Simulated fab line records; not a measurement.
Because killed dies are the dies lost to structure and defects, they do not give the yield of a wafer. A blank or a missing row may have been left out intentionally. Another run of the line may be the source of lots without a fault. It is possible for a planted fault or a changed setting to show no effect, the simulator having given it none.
Code-filled problem report in 8D (eight disciplines) form :: flow n5-finfet :: the parts of the form that need people (team, actions taken, sign-off) are left out

## 1. PROBLEM STATEMENT
At N5_DUMMY_GATE_CD_MEAS_50, cd-nm averages 17.5 nm over 6 wafers from 2 lots, while fault-free wafers read 14.0 nm, standard deviation 0.37. Measured from the usual mean, that is +9.5 standard deviations.
The step: target cd 14 nm.
Seen first at day 5 00:51 on cd-sem-02, wafer L257.1. Wafers with a number at this step in the record: 26, from 9 lots. By rule, "out" or "out of limits" means more than 4 standard deviations away from the usual mean. The other wafers with a number count as sound.

## 2. WHAT IT IS AND WHAT IT IS NOT
question: which readings at this step
is: cd-nm
is not: -

question: which lots
is: L257, L259
is not: L250, L255, L264, L269, L270, L271, L272

question: which wafers of those lots
is: all that have a number
is not: -

question: read on which gauges
is: cd-sem-01, cd-sem-02
is not: cd-sem-03

question: when
is: from day 5 00:51
is not: up to then (6 sound wafers); but 14 sound wafers of L264, L269, L270, L271, L272 came after

## 3. WHAT RULES OUT EACH SUSPECT
Counting: a tool stays on the suspect list if, at a process step up to the reading, it processed all lots that are out and no sound lot following the first of them.
- ruled out: the gauge at N5_DUMMY_GATE_CD_MEAS_50. Those wafers that are out were read across 2 gauges (cd-sem-01, cd-sem-02).
- rie-si-04 at N5_DUMMY_GATE_TRIM_49 (chemistry O2, time 29 s, target cd 14 nm): ruled out as a lasting fault. The sound lots L269, L270, L272 went through it after L257, its earliest lot that is out (day 5 00:42).
Left after counting: nothing in the record.

## 4. THE CAUSE (what the simulator had put in)
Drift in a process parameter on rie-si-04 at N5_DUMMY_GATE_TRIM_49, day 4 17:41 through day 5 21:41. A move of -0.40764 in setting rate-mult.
The count ruled it out by mistake, since the rule takes a fault to strike every lot its tool runs from the start of the fault on, and this one did not do so.

## 5. THE EFFECT CHAIN, in route order
Each row: a reading where the mean over the struck wafers with a number is more than 3 standard deviations away from the usual. Only readings whose record carries a usual standard deviation are examined. hours: median over the lots of the time between each lot's start at the first step of this table that gives one and its start at this step. sigmas: the change, counted in usual standard deviations.
hours: 0
step: N5_DUMMY_GATE_TRIM_49
reading: oes-product-au
usual: 0.993 a.u.
on struck wafers: 0.740
change: -0.253
sigmas: -12

hours: 0
step: N5_DUMMY_GATE_CD_MEAS_50
reading: cd-nm
usual: 14.0 nm
on struck wafers: 17.5
change: +3.5
sigmas: +9.5

hours: 1
step: N5_DUMMY_GATE_CD_MEAS_24
reading: cd-nm
usual: 15.0 nm
on struck wafers: 18.3
change: +3.3
sigmas: +7.4

hours: 244
step: N5_PASSIVATION_PROBE_49
reading: killed-at-front-end
usual: 42
on struck wafers: 1043
change: +1001
sigmas: +83

hours: 244
step: N5_PASSIVATION_PROBE_49
reading: killed-dies
usual: 103
on struck wafers: 1103
change: +1000
sigmas: +56

hours: 244
step: N5_PASSIVATION_PROBE_49
reading: killed-on-rim
usual: 14
on struck wafers: 140
change: +126
sigmas: +28
Its process steps:
- N5_DUMMY_GATE_TRIM_49: chemistry O2, time 29 s, target cd 14 nm.
- N5_PASSIVATION_PROBE_49

## 6. WHAT WOULD HAVE CAUGHT IT SOONER
7 hours passed between the start of the fault at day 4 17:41 and the first reading out of limits at a measuring or inspecting step in this record, taken at day 5 00:51.
At N5_DUMMY_GATE_TRIM_49, the tool's own readings (oes-product-au) were out on each struck wafer the step has a row for, so an alarm limit on them would have fired on the first such wafer.
